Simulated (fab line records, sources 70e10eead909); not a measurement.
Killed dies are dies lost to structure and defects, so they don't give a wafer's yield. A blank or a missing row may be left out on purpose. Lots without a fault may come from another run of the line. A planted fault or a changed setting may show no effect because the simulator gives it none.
fab line records | flow nand_harc
record lots=14 wafers=42 last_day=23
route steps=1159 shown A_BLC@990 A_M0@1009 A_M1@1033
lots that met no fault: from a run of the same line without faults
start_h: hours from the record's first day to the start of the lot's first wafer shown | wait_h: hours since the lot's step before | " the same as in the row above | L1.1+2: a row that stands for several wafers | - no value, or no start given | * or withheld: withheld | < > ~ a bound
route shown NAME@n: a module of which the file shows steps, and the number in the route of the first | usual: mean/standard deviation of fault-free wafers | same: alike in all rows | chamber/n: place in a boat | sites: the reading at each site | _std_site: their standard deviation | _edge_site: outer sites' mean less inner sites' | radius_mm: how far each site lies from the wafer's centre | mask NAME#n: copy n | behind: the tool/chamber that last shaped the wafer | hold: why the lot was held/for how many hours/how that ended | device: the transistor (n, p or np) that didn't switch | end of line: the same wafers' tests at the end of the route | a step without rows: its recipe alone | killed: dies lost to structure and defects at the first sort, not the wafer's yield | map: a wafer's dies, x killed, . not, _ none there
set.NAME: the setting as run; set.NAME@STEP: as run at that earlier step | model.NAME: the simulator's own value behind a step, which no gauge read
steps of the route over a sample of lots; a table a step, a row a wafer
services: from which hour (start_h, from the record's first day; less than 0 if before it) a tool's chamber was out of use, for how many hours, and why
## steps
# step NHARC_A_BLC_CMP_25
# recipe t_overpolish_s=30 target_thk_nm=150
# usual edge_zone_pressure_frac=1.000/0.0051 motor_current_A=12.3/1 overpolish_run_s=30.001/0.0093 retaining_ring_pressure_frac=1.000/0.0049 time_to_endpoint_s=29/3.2
# columns lot.wafer tool chamber start_h wait_h edge_zone_pressure_frac motor_current_A overpolish_run_s retaining_ring_pressure_frac time_to_endpoint_s
L653.2 cmp-01 2 402.58 0.5 1.004 10.6 30.009 1.013 25
L653.3 " 3 " " 1.007 11.3 29.997 1.005 24
L653.4 " 0 " " 0.997 13.3 29.999 1.001 34
L652.1 cmp-03 1 403.38 0.4 0.997 11.5 29.989 0.993 28
L652.5 " 0 " " 0.995 13.5 30.003 1.003 29
L652.6 " 1 " " 0.997 10.5 30.003 1.002 28
L654.2 cmp-03 1 404.53 0.4 0.998 11.1 30.002 0.998 31
L654.4 " 3 " " 1.006 11.3 30.001 1.002 31
L654.1 " 0 " " 1.004 13.4 30.009 1.001 32
L656.3 cmp-02 1 413.67 0.4 0.998 11.4 29.989 0.996 30
L656.6 " 2 " " 1.005 12.9 29.995 0.996 29
L656.5 " 3 " " 1.004 13.0 29.997 1.000 26
L655.2 cmp-01 3 419.39 0.5 0.996 11.6 30.008 1.008 27
L655.3 " 1 " " 0.995 13.4 30.005 1.002 29
L655.5 " 2 " " 1.009 11.7 29.989 0.999 28
L659.2 cmp-02 0 441.58 0.4 0.996 12.5 30.006 0.997 30
L659.3 " 1 " " 0.997 11.3 29.991 0.993 30
L659.5 " 3 " " 1.003 13.1 30.005 1.003 25
L662.1 cmp-01 1 449.38 0.4 0.999 12.6 30.000 0.995 29
L662.4 " 0 " " 0.997 12.5 30.009 0.995 36
L662.5 " 2 " " 1.004 12.1 30.011 1.005 28
L663.3 cmp-02 3 464.14 0.3 1.001 12.7 29.994 1.005 27
L663.2 " 1 " " 1.000 11.4 30.002 0.998 31
L663.6 " 3 " " 1.001 13.0 29.988 0.994 27
L666.1 cmp-02 2 464.61 0.5 1.004 12.9 29.997 0.994 30
L666.4 " 0 " " 1.011 12.6 29.993 0.998 33
L666.5 " 2 " " 1.006 11.9 29.999 1.001 30
L665.2 cmp-01 0 465.03 0.5 1.001 12.5 29.993 1.000 37
L665.3 " 2 " " 0.992 11.8 29.982 0.998 28
L665.4 " 3 " " 0.997 11.3 30.026 0.995 26
L664.4 cmp-01 2 472.34 0.3 0.988 11.4 30.015 0.996 26
L664.3 " 0 " " 1.013 12.3 29.996 0.994 35
L664.5 " 2 " " 0.985 11.5 29.983 1.006 25
L667.2 cmp-03 3 474.91 0.4 1.005 12.3 30.009 1.001 25
L667.3 " 0 " " 1.008 13.1 29.998 0.998 29
L667.6 " 2 " " 0.998 14.3 30.011 1.001 29
L669.3 cmp-03 2 503.41 0.3 0.999 14.0 29.993 1.014 32
L669.2 " 0 " " 0.998 13.1 29.995 0.994 32
L669.4 " 1 " " 0.999 11.3 30.003 1.002 30
L672.1 cmp-01 3 503.88 0.4 1.001 11.3 30.014 1.003 24
L672.4 " 0 " " 0.997 13.0 30.007 1.007 33
L672.6 " 3 " " 0.996 11.7 29.997 1.002 23
# step NHARC_A_M0_ETCH_15
# recipe target_depth_a=1500 overetch_a=150 time_s=82.5 c4f8_flow_sccm=withheld ar_flow_sccm=400 rf_w=600 bias_w=300 chemistry=C4F8/Ar
# usual oes_product_au=0.953/0.025 rf_vpp_V=442.0/2.4
# columns lot.wafer tool chamber start_h wait_h oes_product_au rf_hours_counter_h rf_vpp_V
L653.3 rie_diel-08 0 - - 0.988 5 441.9
L653.4 " 1 " " 0.974 4 442.6
L653.2 " 2 " " 0.976 6 444.2
L652.1 rie_diel-08 1 - - 0.923 5 442.0
L652.5 " 1 " " 0.919 - 442.0
L652.6 " 2 " " 0.934 - 444.5
L654.1 rie_diel-03 3 - - 0.979 0 442.5
L654.2 " 1 " " 0.973 0 443.9
L654.4 " 2 " " 0.968 0 442.5
L656.3 rie_diel-03 3 - - 0.965 1 444.0
L656.6 " 0 " " 0.963 - 442.8
L656.5 " 1 " " 0.967 - 445.2
L655.2 rie_diel-08 2 - - 0.935 8 442.2
L655.3 " 3 " " 0.923 9 437.6
L655.5 " 3 " " 0.921 - 436.7
L659.3 rie_diel-03 2 - - 0.962 2 441.8
L659.2 " 0 " " 0.954 2 443.6
L659.5 " 2 " " 0.964 - 442.8
L662.4 rie_diel-03 2 - - 0.919 2 442.4
L662.1 " 0 " " 0.924 3 442.6
L662.5 " 2 " " 0.908 - 441.1
L663.3 rie_diel-03 1 - - 0.968 4 445.1
L663.2 " 3 " " 0.971 4 441.7
L663.6 " 1 " " 0.973 - 443.5
L666.1 rie_diel-03 2 - - 0.941 4 442.8
L666.4 " 0 " " 0.977 4 443.7
L666.5 " 3 " " 0.948 - 445.1
L665.2 rie_diel-01 2 - - 0.925 14 444.5
L665.3 " 3 " " 0.933 12 443.6
L665.4 " 0 " " 0.927 10 436.2
L664.3 rie_diel-08 2 - - 0.928 11 441.6
L664.4 " 3 " " 0.916 12 436.8
L664.5 " 2 " " 0.917 - 443.5
L667.3 rie_diel-08 0 - - 0.933 11 442.6
L667.2 " 1 " " 0.913 10 441.9
L667.6 " 3 " " 0.927 - 436.4
L669.4 rie_diel-08 2 - - 0.993 2 442.3
L669.3 " 3 " " 0.958 2 436.9
L669.2 " 0 " " 0.985 2 442.0
L672.1 rie_diel-08 0 - - 0.988 2 440.8
L672.4 " 1 " " 0.966 2 442.5
L672.6 " 3 " " 0.965 - 438.5
# step NHARC_A_M0_PRE_CLEAN_29
# recipe time_s=30 temp_c=280 gas=H2/He
# usual heater_power_w=400/33
# columns lot.wafer tool chamber start_h wait_h heater_power_w
L653.2 pvd_sputter-02 - - - 397
L653.3 " - " " 362
L653.4 " - " " 401
L652.1 pvd_sputter-03 - - - 411
L652.5 " - " " 354
L652.6 " - " " 371
L654.4 pvd_sputter-02 - - - 388
L654.2 " - " " 386
L654.1 " - " " 408
L656.3 pvd_sputter-01 - - - 455
L656.5 " - " " 404
L656.6 " - " " 423
L655.2 pvd_sputter-01 - - - 424
L655.3 " - " " 416
L655.5 " - " " 346
L659.3 pvd_sputter-01 - - - 417
L659.2 " - " " 431
L659.5 " - " " 435
L662.1 pvd_sputter-03 - - - 423
L662.4 " - " " 357
L662.5 " - " " 431
L663.2 pvd_sputter-01 - - - 449
L663.3 " - " " 409
L663.6 " - " " 349
L666.4 pvd_sputter-01 - - - 344
L666.1 " - " " 435
L666.5 " - " " 446
L665.4 pvd_sputter-02 - - - 393
L665.3 " - " " 357
L665.2 " - " " 409
L664.4 pvd_sputter-01 - - - 429
L664.3 " - " " 411
L664.5 " - " " 345
L667.3 pvd_sputter-01 - - - 345
L667.2 " - " " 428
L667.6 " - " " 348
L669.2 pvd_sputter-01 - - - 407
L669.4 " - " " 428
L669.3 " - " " 341
L672.4 pvd_sputter-03 - - - 401
L672.1 " - " " 383
L672.6 " - " " 369
# step NHARC_A_M1_EXPOSE_06
# recipe na=1.35 target_cd_nm=120 dose_mj=75.13 mask_id=A_M1
# usual exposure_dose_mJ_cm2=75.09/0.079 focus_offset_nm=0.0/0.53 stage_vel_mm_s=500.03/0.27
# columns lot.wafer tool chamber start_h wait_h mask exposure_dose_mJ_cm2 focus_offset_nm stage_vel_mm_s
L653.2 arfi_scanner-02 0 407.76 - A_M1#0 75.05 0.5 499.94
L653.3 " 0 " " A_M1#0 75.15 0.1 500.40
L653.4 " 0 " " A_M1#0 74.97 0.0 499.93
L652.1 arfi_scanner-01 0 408.74 - A_M1#0 75.15 0.0 500.04
L652.5 " 0 " " A_M1#0 75.15 -0.1 500.03
L652.6 " 0 " " A_M1#0 75.11 0.0 500.20
L654.1 arfi_scanner-02 0 409.70 - A_M1#0 75.14 -0.8 500.11
L654.2 " 0 " " A_M1#0 75.14 0.3 500.37
L654.4 " 0 " " A_M1#0 75.12 0.2 499.92
L656.3 arfi_scanner-02 0 418.85 - A_M1#0 75.06 0.3 499.94
L656.5 " 0 " " A_M1#0 75.07 -0.3 499.59
L656.6 " 0 " " A_M1#0 75.01 0.6 499.41
L655.2 arfi_scanner-03 0 424.49 - A_M1#0 75.17 -0.2 499.92
L655.3 " 0 " " A_M1#0 75.03 0.3 500.34
L655.5 " 0 " " A_M1#0 75.19 -0.4 500.06
L659.2 arfi_scanner-03 0 446.79 - A_M1#0 75.09 -0.3 499.96
L659.3 " 0 " " A_M1#0 74.96 -0.2 499.99
L659.5 " 0 " " A_M1#0 75.08 -0.3 499.94
L662.1 arfi_scanner-03 0 454.47 - A_M1#0 75.21 0.0 499.83
L662.4 " 0 " " A_M1#0 75.10 0.2 499.55
L662.5 " 0 " " A_M1#0 75.13 -0.1 500.02
L663.2 arfi_scanner-01 0 469.40 - A_M1#0 74.84 0.3 499.92
L663.3 " 0 " " A_M1#0 74.95 0.3 499.87
L663.6 " 0 " " A_M1#0 75.03 -0.1 499.89
L666.1 arfi_scanner-03 0 469.80 - A_M1#0 75.14 0.0 500.51
L666.4 " 0 " " A_M1#0 75.08 -0.2 500.88
L666.5 " 0 " " A_M1#0 75.18 0.2 499.68
L665.2 arfi_scanner-02 0 470.28 - A_M1#0 75.12 0.8 500.37
L665.3 " 0 " " A_M1#0 74.96 -0.3 500.07
L665.4 " 0 " " A_M1#0 75.15 0.5 499.57
L664.3 arfi_scanner-03 - 477.62 - A_M1#0 - - -
L664.4 " - " " A_M1#0 - - -
L664.5 " - " " A_M1#0 - - -
L667.2 arfi_scanner-01 - 480.66 - A_M1#0 - - -
L667.3 " - " " A_M1#0 - - -
L667.6 " - " " A_M1#0 - - -
L669.2 arfi_scanner-01 0 508.90 - A_M1#0 75.05 -0.9 500.07
L669.3 " 0 " " A_M1#0 75.06 -0.7 500.02
L669.4 " 0 " " A_M1#0 75.07 0.0 500.09
L672.1 arfi_scanner-02 0 509.37 - A_M1#0 75.03 1.0 500.12
L672.4 " 0 " " A_M1#0 75.06 -0.5 500.39
L672.6 " 0 " " A_M1#0 74.98 0.3 499.65
## services
# columns tool chamber start_h hours kind
rie_diel-08 1 380.65 17.5 repair
pvd_sputter-01 - 380.71 3.7 repair
rie_diel-08 0 380.84 11.5 repair
rie_diel-03 3 385.29 3.2 repair
cmp-03 - 385.61 0.4 repair
rie_diel-03 3 391.38 6.3 repair
rie_diel-03 - 392.30 9.0 pm
cmp-01 - 393.03 0.5 repair
cmp-01 - 406.53 0.5 repair
rie_diel-03 - 409.96 2.4 repair
arfi_scanner-01 - 416.49 1.0 repair
cmp-01 - 420.98 1.8 repair
cmp-03 - 421.16 0.7 repair
cmp-02 - 424.44 1.6 repair
arfi_scanner-01 - 424.56 4.3 repair
arfi_scanner-02 - 428.00 4.0 pm
cmp-03 - 438.71 4.2 repair
cmp-02 - 441.75 1.7 repair
cmp-03 - 446.75 0.5 repair
rie_diel-08 2 450.55 1.4 repair
rie_diel-03 - 467.09 0.6 repair
cmp-01 - 474.13 4.0 pm
rie_diel-08 - 478.80 9.0 pm
arfi_scanner-03 - 484.00 4.0 pm
## key
first_sign step=NHARC_A_M1_EXPOSE_06 reading=tool_record direction=missing
effect none on later readings
met_at NHARC_A_M1_EXPOSE_06
struck_lots L664,L667
later_rows_left_out L664.3,L664.4,L664.5,L667.2,L667.3,L667.6
sort_left_out L664.3,L664.4,L664.5,L667.2,L667.3,L667.6
not_acting_at NHARC_A_BLC_CMP_25,NHARC_A_M0_ETCH_15,NHARC_A_M0_PRE_CLEAN_29
onset_between 469.80 477.62
fault kind=skipped_step_whole tool=arfi_scanner-01,arfi_scanner-03 chamber=- onset_h=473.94 steps=NHARC_A_M1_EXPOSE_06 scope=struck_lots_only
# sort_left_out: the simulated sort isn't trusted on such a fault, so these wafers' sort isn't shown, and their yield isn't known
# later_rows_left_out: the simulator's readings of these wafers behind a module that went badly wrong aren't trusted and aren't shown, but for the sort
